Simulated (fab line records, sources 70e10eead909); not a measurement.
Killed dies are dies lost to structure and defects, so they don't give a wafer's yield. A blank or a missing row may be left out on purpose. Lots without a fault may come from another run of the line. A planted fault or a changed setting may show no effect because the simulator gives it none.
fab line records | flow nand_harc
record lots=24 wafers=72 last_day=34
route steps=1302 shown P_M1@299 P_M2@328 P_BONDPAD@364
lots that met no fault: from a run of the same line without faults
start_h: hours from the record's first day to the start of the lot's first wafer shown | wait_h: hours since the lot's step before | " the same as in the row above | L1.1+2: a row that stands for several wafers | - no value, or no start given | * or withheld: withheld | < > ~ a bound
route shown NAME@n: a module of which the file shows steps, and the number in the route of the first | usual: mean/standard deviation of fault-free wafers | same: alike in all rows | chamber/n: place in a boat | sites: the reading at each site | _std_site: their standard deviation | _edge_site: outer sites' mean less inner sites' | radius_mm: how far each site lies from the wafer's centre | mask NAME#n: copy n | behind: the tool/chamber that last shaped the wafer | hold: why the lot was held/for how many hours/how that ended | device: the transistor (n, p or np) that didn't switch | end of line: the same wafers' tests at the end of the route | a step without rows: its recipe alone | killed: dies lost to structure and defects at the first sort, not the wafer's yield | map: a wafer's dies, x killed, . not, _ none there
set.NAME: the setting as run; set.NAME@STEP: as run at that earlier step | model.NAME: the simulator's own value behind a step, which no gauge read
steps of the route over a sample of lots; a table a step, a row a wafer
services: from which hour (start_h, from the record's first day; less than 0 if before it) a tool's chamber was out of use, for how many hours, and why
## steps
# step NHARC_P_M1_ETCH_35
# recipe target_depth_a=400 overetch_a=120 time_s=43.94 ion_energy_ev=200 n2_flow_sccm=150 h2_flow_sccm=150 ar_flow_sccm=0 rf_w=400 bias_w=150 chemistry=N2/H2
# usual drypump_motor_current_A=5.8/0.49 oes_product_au=1.000/0.01 rf_vpp_V=430.6/2.7 showerhead_plenum_p_Torr=2.05/0.097 throttle_valve_pct=14.170/0.0098
# columns lot.wafer tool chamber start_h wait_h drypump_motor_current_A oes_product_au rf_hours_counter_h rf_vpp_V showerhead_plenum_p_Torr throttle_valve_pct
L074.3 rie_diel-01 2 130.55 0.1 5.2 1.003 8 426.7 1.93 14.181
L074.4 " 1 " " 6.5 1.005 9 427.5 1.94 14.162
L074.5 " 3 " " 5.3 1.014 - 431.1 2.10 14.165
L075.1 rie_diel-10 0 133.61 0.1 5.3 0.992 3 435.1 2.15 14.166
L075.2 " 2 " " 5.9 1.002 2 432.6 2.09 14.167
L075.6 " 0 " " 5.3 0.977 - 432.3 2.15 14.170
L076.3 rie_diel-01 1 145.27 0.1 6.5 1.013 10 429.3 1.94 14.167
L076.4 " 3 " " 5.3 1.003 9 430.6 2.10 14.166
L076.5 " 2 " " 5.2 1.008 - 428.0 1.93 14.178
L077.3 rie_diel-10 3 158.93 0.1 5.6 1.004 5 433.3 2.17 14.155
L077.1 " 0 " " 5.3 0.991 5 434.0 2.15 14.181
L077.2 " 2 " " 5.9 1.005 4 430.6 2.09 14.155
L078.2 rie_diel-01 0 161.37 0.1 5.7 1.009 11 429.3 2.04 14.175
L078.1 " 2 " " 5.2 1.004 11 425.8 1.93 14.159
L078.6 " 3 " " 5.3 1.009 - 433.4 2.10 14.158
L079.2 rie_diel-10 2 176.71 0.1 5.9 1.006 5 432.4 2.09 14.171
L079.3 " 0 " " 5.2 0.989 6 433.8 2.15 14.169
L079.5 " 1 " " 6.5 0.992 - 428.5 1.98 14.170
L080.3 rie_diel-13 2 188.60 0.1 5.7 0.989 4 435.2 2.22 14.153
L080.4 " 0 " " 5.6 0.984 6 429.2 1.94 14.166
L080.2 " 1 " " 6.6 1.012 5 435.0 2.20 14.162
L081.1 rie_diel-10 3 190.93 0.1 5.6 1.009 6 435.4 2.17 14.161
L081.2 " 1 " " 6.5 0.989 7 428.4 1.98 14.173
L081.4 " 1 " " 6.5 0.987 - 429.4 1.98 14.181
L082.3 rie_diel-13 2 208.71 0.1 5.7 0.988 12 434.5 2.21 14.159
L082.1 " 0 " " 5.6 0.982 15 427.8 1.94 14.175
L082.5 " 3 " " 5.9 1.007 - 427.0 1.92 14.173
L083.1 rie_diel-10 1 212.05 0.1 6.5 0.995 8 428.2 1.98 14.185
L083.3 " 3 " " 5.6 1.001 8 434.0 2.17 14.168
L083.6 " 1 " " 6.5 1.000 - 430.2 1.98 14.165
L084.2 rie_diel-10 0 231.86 0.1 5.2 0.981 9 432.4 2.15 14.169
L084.3 " 1 " " 6.5 0.990 10 429.1 1.98 14.173
L084.1 " 2 " " 5.9 1.003 7 431.7 2.09 14.151
L085.2 rie_diel-01 3 236.83 0.1 5.3 1.008 2 431.7 2.09 14.173
L085.1 " 0 " " 5.6 0.996 2 430.2 2.04 14.182
L085.5 " 1 " " 6.5 0.993 - 427.8 1.94 14.169
L086.2 rie_diel-13 0 242.77 0.1 5.6 0.982 29 426.3 1.94 14.176
L086.3 " 3 " " 5.9 1.006 29 426.9 1.92 14.176
L086.5 " 1 " " 6.7 1.023 - 433.5 2.19 14.159
L087.2 rie_diel-01 1 273.31 0.1 6.5 1.002 4 429.0 1.94 14.171
L087.6 " 2 " " 5.1 0.993 - 428.7 1.93 14.162
L087.5 " 3 " " 5.3 1.011 - 432.4 2.09 14.185
L089.3 rie_diel-13 3 273.45 0.1 5.9 1.027 40 427.0 1.91 14.149
L089.1 " 0 " " 5.6 0.984 41 427.8 1.93 14.180
L089.2 " 1 " " 6.6 1.023 35 435.7 2.18 14.176
L088.2 rie_diel-10 1 274.60 0.1 6.5 0.997 2 429.8 1.98 14.187
L088.3 " 2 " " 5.9 0.991 2 430.7 2.09 14.185
L088.5 " 0 " " 5.3 1.001 - 433.5 2.15 14.181
L090.3 rie_diel-01 0 291.03 0.1 5.6 1.011 5 430.5 2.03 14.169
L090.5 " 3 " " 5.3 1.004 - 431.9 2.09 14.176
L090.6 " 0 " " 5.6 1.013 - 430.6 2.04 14.169
L091.3 rie_diel-10 2 295.94 0.1 5.9 0.994 4 432.2 2.08 14.163
L091.4 " 0 " " 5.3 0.996 3 432.9 2.15 14.168
L091.1 " 1 " " 6.5 1.003 3 428.9 1.98 14.176
L092.3 rie_diel-01 1 313.89 0.1 6.5 1.003 7 427.3 1.94 14.172
L092.4 " 2 " " 5.1 1.009 7 427.5 1.93 14.166
L092.1 " 3 " " 5.3 0.995 8 433.0 2.09 14.171
L093.2 rie_diel-01 1 324.41 0.1 6.5 0.998 7 428.5 1.94 14.155
L093.4 " 2 " " 5.1 0.994 8 426.3 1.93 14.174
L093.5 " 2 " " 5.1 1.000 - 428.4 1.93 14.170
L094.1 rie_diel-10 0 331.72 0.1 5.2 0.991 7 433.2 2.15 14.175
L094.3 " 2 " " 5.9 0.992 4 430.3 2.08 14.162
L094.4 " 0 " " 5.2 0.994 - 433.6 2.15 14.154
L095.1 rie_diel-01 3 343.62 0.1 5.3 0.996 12 431.3 2.09 14.179
L095.3 " 0 " " 5.6 1.006 11 430.4 2.03 14.146
L095.5 " 3 " " 5.3 1.007 - 431.9 2.09 14.156
L096.1 rie_diel-10 2 346.85 0.1 5.9 0.992 6 433.0 2.08 14.166
L096.3 " 1 " " 6.5 1.007 8 428.7 1.97 14.182
L096.4 " 1 " " 6.5 1.004 - 428.2 1.97 14.178
L097.3 rie_diel-01 1 359.01 0.1 6.5 0.996 9 429.3 1.93 14.160
L097.4 " 0 " " 5.6 1.000 12 430.0 2.03 14.162
L097.6 " 2 " " 5.2 0.991 - 426.9 1.93 14.171
# step NHARC_P_M1_ANNEAL_31
# recipe temp_c=225 time_s=90
# usual wafer_temp_C_max=225.93/0.25
# columns lot.wafer tool chamber start_h wait_h wafer_temp_C_max
L074.3 rtp_anneal-02 0 132.37 - 226.39
L074.4 " 0 " " 226.28
L074.5 " 0 " " 226.32
L075.1 rtp_anneal-02 0 135.29 0.3 226.49
L075.2 " 0 " " 225.74
L075.6 " 0 " " 226.39
L076.3 rtp_anneal-01 0 147.04 - 225.66
L076.4 " 0 " " 225.93
L076.5 " 0 " " 226.03
L077.1 rtp_anneal-01 0 160.65 0.3 225.62
L077.2 " 0 " " 226.07
L077.3 " 0 " " 225.95
L078.1 rtp_anneal-02 0 163.04 - 225.66
L078.2 " 0 " " 225.80
L078.6 " 0 " " 225.95
L079.2 rtp_anneal-01 0 178.46 0.4 226.07
L079.3 " 0 " " 225.93
L079.5 " 0 " " 225.75
L080.2 rtp_anneal-01 0 190.33 0.4 225.74
L080.3 " 0 " " 225.58
L080.4 " 0 " " 226.32
L081.1 rtp_anneal-01 0 192.66 0.3 225.84
L081.2 " 0 " " 226.12
L081.4 " 0 " " 225.68
L082.1 rtp_anneal-01 0 210.37 - 225.93
L082.3 " 0 " " 225.91
L082.5 " 0 " " 226.08
L083.1 rtp_anneal-01 0 213.77 0.3 225.77
L083.3 " 0 " " 225.79
L083.6 " 0 " " 226.26
L084.1 rtp_anneal-01 0 233.53 - 225.92
L084.2 " 0 " " 226.25
L084.3 " 0 " " 225.69
L085.1 rtp_anneal-02 0 238.95 - 225.78
L085.2 " 0 " " 226.62
L085.5 " 0 " " 226.17
L086.2 rtp_anneal-02 0 244.57 0.4 225.90
L086.3 " 0 " " 225.99
L086.5 " 0 " " 226.13
L087.2 rtp_anneal-01 0 275.02 0.3 225.81
L087.5 " 0 " " 225.75
L087.6 " 0 " " 225.78
L089.1 rtp_anneal-02 0 275.13 0.3 226.02
L089.2 " 0 " " 225.93
L089.3 " 0 " " 225.85
L088.2 rtp_anneal-01 0 276.42 0.4 225.60
L088.3 " 0 " " 226.07
L088.5 " 0 " " 225.83
L090.3 rtp_anneal-02 0 292.82 0.3 226.01
L090.5 " 0 " " 226.03
L090.6 " 0 " " 225.96
L091.1 rtp_anneal-02 0 297.61 0.3 226.21
L091.3 " 0 " " 226.23
L091.4 " 0 " " 225.99
L092.1 rtp_anneal-02 0 315.56 0.3 226.47
L092.3 " 0 " " 225.62
L092.4 " 0 " " 226.02
L093.2 rtp_anneal-01 0 326.13 0.4 226.11
L093.4 " 0 " " 226.48
L093.5 " 0 " " 226.05
L094.1 rtp_anneal-01 0 333.44 - 225.80
L094.3 " 0 " " 225.78
L094.4 " 0 " " 225.74
L095.1 rtp_anneal-01 0 345.39 0.3 225.38
L095.3 " 0 " " 225.30
L095.5 " 0 " " 225.77
L096.1 rtp_anneal-02 0 348.58 0.3 226.04
L096.3 " 0 " " 226.24
L096.4 " 0 " " 226.07
L097.3 rtp_anneal-02 0 360.79 - 225.54
L097.4 " 0 " " 225.94
L097.6 " 0 " " 226.14
# step NHARC_P_M1_PRE_CLEAN_32
# recipe time_s=12 temp_c=370 rf_power_w=300 gas=NH3
# usual heater_power_w=638/64
# columns lot.wafer tool chamber start_h wait_h heater_power_w
L074.3 pecvd-04 1 133.51 0.4 621
L074.4 " 0 " " 525
L074.5 " 2 " " 546
L075.1 pecvd-03 1 136.19 0.1 525
L075.2 " 2 " " 637
L075.6 " 2 " " 639
L076.3 pecvd-04 2 147.86 0.1 645
L076.5 " 1 " " 691
L076.4 " 2 " " 649
L077.3 pecvd-01 2 161.53 0.1 675
L077.1 " 0 " " 744
L077.2 " 1 " " 628
L078.2 pecvd-01 0 163.92 0.1 694
L078.1 " 2 " " 627
L078.6 " 1 " " 654
L079.3 pecvd-01 1 179.29 0.1 631
L079.2 " 2 " " 689
L079.5 " 0 " " 719
L080.2 pecvd-04 1 191.16 0.1 708
L080.3 " 0 " " 548
L080.4 " 2 " " 642
L081.1 pecvd-01 1 193.72 0.3 596
L081.2 " 0 " " 696
L081.4 " 0 " " 714
L082.3 pecvd-04 2 211.27 0.1 596
L082.1 " 0 " " 497
L082.5 " 0 " " 510
L083.3 pecvd-04 2 214.66 0.1 638
L083.1 " 0 " " 571
L083.6 " 1 " " 639
L084.2 pecvd-04 1 234.42 0.1 702
L084.3 " 2 " " 598
L084.1 " 0 " " 573
L085.1 pecvd-04 1 239.86 0.1 725
L085.2 " 2 " " 604
L085.5 " 1 " " 696
L086.3 pecvd-04 1 245.42 0.1 642
L086.2 " 2 " " 652
L086.5 " 1 " " 653
L087.2 pecvd-01 1 275.88 0.1 593
L087.5 " 0 " " 671
L087.6 " 1 " " 591
L089.1 pecvd-03 0 276.01 0.1 640
L089.3 " 1 " " 638
L089.2 " 2 " " 704
L088.2 pecvd-01 1 277.25 0.1 670
L088.3 " 2 " " 603
L088.5 " 0 " " 638
L090.3 pecvd-01 1 293.62 0.1 597
L090.5 " 0 " " 723
L090.6 " 1 " " 590
L091.1 pecvd-01 1 298.50 0.1 616
L091.3 " 0 " " 728
L091.4 " 0 " " 710
L092.3 pecvd-03 0 316.46 0.1 710
L092.1 " 1 " " 571
L092.4 " 0 " " 681
L093.2 pecvd-04 1 326.98 0.1 682
L093.5 " 0 " " 553
L093.4 " 2 " " 622
L094.1 pecvd-04 1 334.33 0.1 648
L094.3 " 2 " " 545
L094.4 " 1 " " 665
L095.3 pecvd-03 1 346.29 0.1 584
L095.1 " 2 " " 759
L095.5 " 0 " " 638
L096.1 pecvd-01 1 349.47 0.1 542
L096.3 " 0 " " 720
L096.4 " 2 " " 756
L097.3 pecvd-04 0 361.57 0.1 543
L097.4 " 0 " " 525
L097.6 " 2 " " 638
# step NHARC_P_M2_CD_MEAS_09
# recipe target_cd_nm=170 landing_energy_ev=500
# usual cd_nm=170.0/0.53
# columns lot.wafer tool chamber start_h wait_h cd_nm
L074.3 cd_sem-02 0 134.70 - 168.9
L074.4 " 0 " " 169.7
L074.5 " 0 " " 169.6
L075.1 cd_sem-01 0 137.38 - 170.1
L075.2 " 0 " " 170.1
L075.6 " 0 " " 169.9
L076.3 cd_sem-02 0 149.05 - 170.4
L076.4 " 0 " " 170.4
L076.5 " 0 " " 170.0
L077.1 cd_sem-03 0 162.74 - 169.5
L077.2 " 0 " " 170.0
L077.3 " 0 " " 170.7
L078.1 cd_sem-01 0 165.24 - 169.9
L078.2 " 0 " " 169.7
L078.6 " 0 " " 169.7
L079.2 cd_sem-01 0 180.62 - 169.9
L079.3 " 0 " " 170.0
L079.5 " 0 " " 170.8
L080.2 cd_sem-03 0 192.35 - 170.9
L080.3 " 0 " " 171.2
L080.4 " 0 " " 170.8
L081.1 cd_sem-03 0 194.91 - 169.7
L081.2 " 0 " " 169.5
L081.4 " 0 " " 169.1
L082.1 cd_sem-02 0 212.58 - 169.6
L082.3 " 0 " " 170.4
L082.5 " 0 " " 170.0
L083.1 cd_sem-02 0 215.98 - 170.2
L083.3 " 0 " " 169.0
L083.6 " 0 " " 169.4
L084.1 cd_sem-03 0 235.73 - 169.6
L084.2 " 0 " " 169.5
L084.3 " 0 " " 169.5
L085.1 cd_sem-02 0 241.18 - 170.3
L085.2 " 0 " " 169.7
L085.5 " 0 " " 170.0
L086.2 cd_sem-01 0 246.59 - 169.9
L086.3 " 0 " " 169.8
L086.5 " 0 " " 170.3
L087.2 cd_sem-03 0 277.16 - 170.1
L087.5 " 0 " " 169.1
L087.6 " 0 " " 169.1
L089.1 cd_sem-01 0 277.20 - 170.6
L089.2 " 0 " " 169.8
L089.3 " 0 " " 169.7
L088.2 cd_sem-03 0 278.58 - 170.4
L088.3 " 0 " " 170.4
L088.5 " 0 " " 170.4
L090.3 cd_sem-01 0 294.90 - 169.9
L090.5 " 0 " " 169.7
L090.6 " 0 " " 170.3
L091.1 cd_sem-03 0 299.80 - 169.6
L091.3 " 0 " " 169.7
L091.4 " 0 " " 169.7
L092.1 cd_sem-01 0 317.75 - 169.7
L092.3 " 0 " " 170.4
L092.4 " 0 " " 170.6
L093.2 cd_sem-01 0 328.16 - 170.7
L093.4 " 0 " " 169.8
L093.5 " 0 " " 169.0
L094.1 cd_sem-02 0 335.66 - 170.5
L094.3 " 0 " " 170.1
L094.4 " 0 " " 170.9
L095.1 cd_sem-01 0 347.61 - 169.9
L095.3 " 0 " " 170.7
L095.5 " 0 " " 170.7
L096.1 cd_sem-03 0 350.82 - 170.2
L096.3 " 0 " " 170.3
L096.4 " 0 " " 169.5
L097.3 cd_sem-01 0 362.90 - 169.4
L097.4 " 0 " " 169.1
L097.6 " 0 " " 169.7
# step NHARC_P_M2_PRE_CLEAN_30
# recipe time_s=30 temp_c=280 gas=H2/He
# usual heater_power_w=397/37
# columns lot.wafer tool chamber start_h wait_h heater_power_w
L074.3 pvd_sputter-03 - - - 345
L074.4 " - " " 388
L074.5 " - " " 385
L075.2 pvd_sputter-02 - - - 403
L075.1 " - " " 436
L075.6 " - " " 343
L076.4 pvd_sputter-03 - - - 381
L076.3 " - " " 382
L076.5 " - " " 371
L077.3 pvd_sputter-02 - - - 423
L077.1 " - " " 338
L077.2 " - " " 451
L078.2 pvd_sputter-02 - - - 424
L078.1 " - " " 443
L078.6 " - " " 411
L079.3 pvd_sputter-03 - - - 382
L079.2 " - " " 348
L079.5 " - " " 390
L080.3 pvd_sputter-03 - - - 380
L080.2 " - " " 374
L080.4 " - " " 396
L081.2 pvd_sputter-02 - - - 445
L081.1 " - " " 422
L081.4 " - " " 354
L082.3 pvd_sputter-01 - - - 376
L082.1 " - " " 453
L082.5 " - " " 398
L083.3 pvd_sputter-01 - - - 463
L083.1 " - " " 402
L083.6 " - " " 429
L084.1 pvd_sputter-03 - - - 397
L084.2 " - " " 371
L084.3 " - " " 343
L085.2 pvd_sputter-01 - - - 359
L085.1 " - " " 445
L085.5 " - " " 365
L086.2 pvd_sputter-03 - - - 376
L086.3 " - " " 371
L086.5 " - " " 379
L089.3 pvd_sputter-03 - - - 407
L089.2 " - " " 370
L089.1 " - " " 348
L087.2 pvd_sputter-02 - - - 416
L087.6 " - " " 433
L087.5 " - " " 451
L088.2 pvd_sputter-01 - - - 443
L088.3 " - " " 371
L088.5 " - " " 441
L090.3 pvd_sputter-01 - - - 376
L090.5 " - " " 453
L090.6 " - " " 370
L091.4 pvd_sputter-03 - - - 384
L091.1 " - " " 342
L091.3 " - " " 392
L092.1 pvd_sputter-02 - - - 353
L092.4 " - " " 441
L092.3 " - " " 417
L093.4 pvd_sputter-02 - - - 352
L093.2 " - " " 435
L093.5 " - " " 344
L094.3 pvd_sputter-01 - - - 375
L094.1 " - " " 448
L094.4 " - " " 368
L095.1 pvd_sputter-02 - - - 349
L095.3 " - " " 424
L095.5 " - " " 440
L096.4 pvd_sputter-01 - - - 356
L096.1 " - " " 435
L096.3 " - " " 449
L097.4 pvd_sputter-03 - - - 346
L097.3 " - " " 406
L097.6 " - " " 385
# step NHARC_P_BONDPAD_CD_MEAS_09
# recipe target_cd_nm=500 landing_energy_ev=500
# usual cd_nm=500.1/1.6
# columns lot.wafer tool chamber start_h wait_h cd_nm
L074.3 cd_sem-01 0 139.48 - 500.6
L074.4 " 0 " " 499.7
L074.5 " 0 " " 498.5
L075.1 cd_sem-03 0 142.17 - 501.3
L075.2 " 0 " " 500.4
L075.6 " 0 " " 502.3
L076.3 cd_sem-03 0 153.60 - 499.0
L076.4 " 0 " " 501.0
L076.5 " 0 " " 500.2
L077.1 cd_sem-01 0 167.31 - 499.3
L077.2 " 0 " " 499.9
L077.3 " 0 " " 497.6
L078.1 cd_sem-01 0 169.80 - 499.7
L078.2 " 0 " " 500.7
L078.6 " 0 " " 500.5
L079.2 cd_sem-03 0 185.25 - 497.8
L079.3 " 0 " " 501.0
L079.5 " 0 " " 501.9
L080.2 cd_sem-03 0 196.79 - 500.1
L080.3 " 0 " " 502.8
L080.4 " 0 " " 497.1
L081.1 cd_sem-03 0 199.48 - 500.2
L081.2 " 0 " " 500.6
L081.4 " 0 " " 500.0
L082.1 cd_sem-01 0 217.10 - 497.1
L082.3 " 0 " " 497.7
L082.5 " 0 " " 498.7
L083.1 cd_sem-01 0 220.57 - 500.6
L083.3 " 0 " " 502.0
L083.6 " 0 " " 500.8
L084.1 cd_sem-03 0 240.42 - 499.7
L084.2 " 0 " " 501.5
L084.3 " 0 " " 500.6
L085.1 cd_sem-01 0 245.96 - 500.4
L085.2 " 0 " " 498.5
L085.5 " 0 " " 501.2
L086.2 cd_sem-02 0 251.16 - 498.8
L086.3 " 0 " " 499.9
L086.5 " 0 " " 499.4
L089.1 cd_sem-01 0 281.71 - 499.1
L089.2 " 0 " " 498.8
L089.3 " 0 " " 497.2
L087.2 cd_sem-01 0 282.17 - 499.6
L087.5 " 0 " " 501.3
L087.6 " 0 " " 499.4
L088.2 cd_sem-01 0 283.03 - 501.7
L088.3 " 0 " " 500.7
L088.5 " 0 " " 501.4
L090.3 cd_sem-01 0 299.83 - 497.9
L090.5 " 0 " " 500.5
L090.6 " 0 " " 499.2
L091.1 cd_sem-01 0 304.48 - 501.5
L091.3 " 0 " " 500.9
L091.4 " 0 " " 503.0
L092.1 cd_sem-01 0 322.20 - 501.2
L092.3 " 0 " " 501.4
L092.4 " 0 " " 500.3
L093.2 cd_sem-03 0 332.60 - 499.8
L093.4 " 0 " " 498.6
L093.5 " 0 " " 499.6
L094.1 cd_sem-03 0 340.07 - 501.9
L094.3 " 0 " " 501.9
L094.4 " 0 " " 503.3
L095.1 cd_sem-01 0 352.11 - 498.9
L095.3 " 0 " " 500.1
L095.5 " 0 " " 499.1
L096.1 cd_sem-01 0 355.24 - 500.7
L096.3 " 0 " " 500.3
L096.4 " 0 " " 500.4
L097.3 cd_sem-01 0 367.33 - 500.2
L097.4 " 0 " " 502.2
L097.6 " 0 " " 499.7
## services
# columns tool chamber start_h hours kind
pecvd-01 - 130.00 13.0 pm
pvd_sputter-02 - 150.74 3.4 repair
pvd_sputter-02 - 172.72 1.0 repair
rie_diel-10 0 180.01 13.8 repair
pvd_sputter-01 - 180.58 1.8 repair
rie_diel-10 2 192.75 4.9 repair
pecvd-04 1 202.67 2.5 repair
rie_diel-01 - 203.84 9.0 pm
rie_diel-10 - 207.86 0.3 repair
pecvd-01 - 210.32 1.2 repair
rie_diel-10 2 212.57 17.4 repair
rie_diel-01 - 225.73 0.3 repair
rie_diel-10 - 242.52 9.0 pm
rie_diel-10 3 252.51 23.4 repair
pecvd-04 - 269.05 13.0 pm
pvd_sputter-02 - 282.07 10.0 pm
pvd_sputter-02 - 295.20 1.3 repair
rie_diel-10 0 302.42 4.0 repair
rie_diel-10 2 310.43 17.7 repair
pecvd-01 - 311.00 13.0 pm
rie_diel-10 1 327.91 11.5 repair
rie_diel-01 1 334.25 12.9 repair
rie_diel-10 3 340.41 13.5 repair
pvd_sputter-03 - 348.02 10.0 pm
## key
fault none
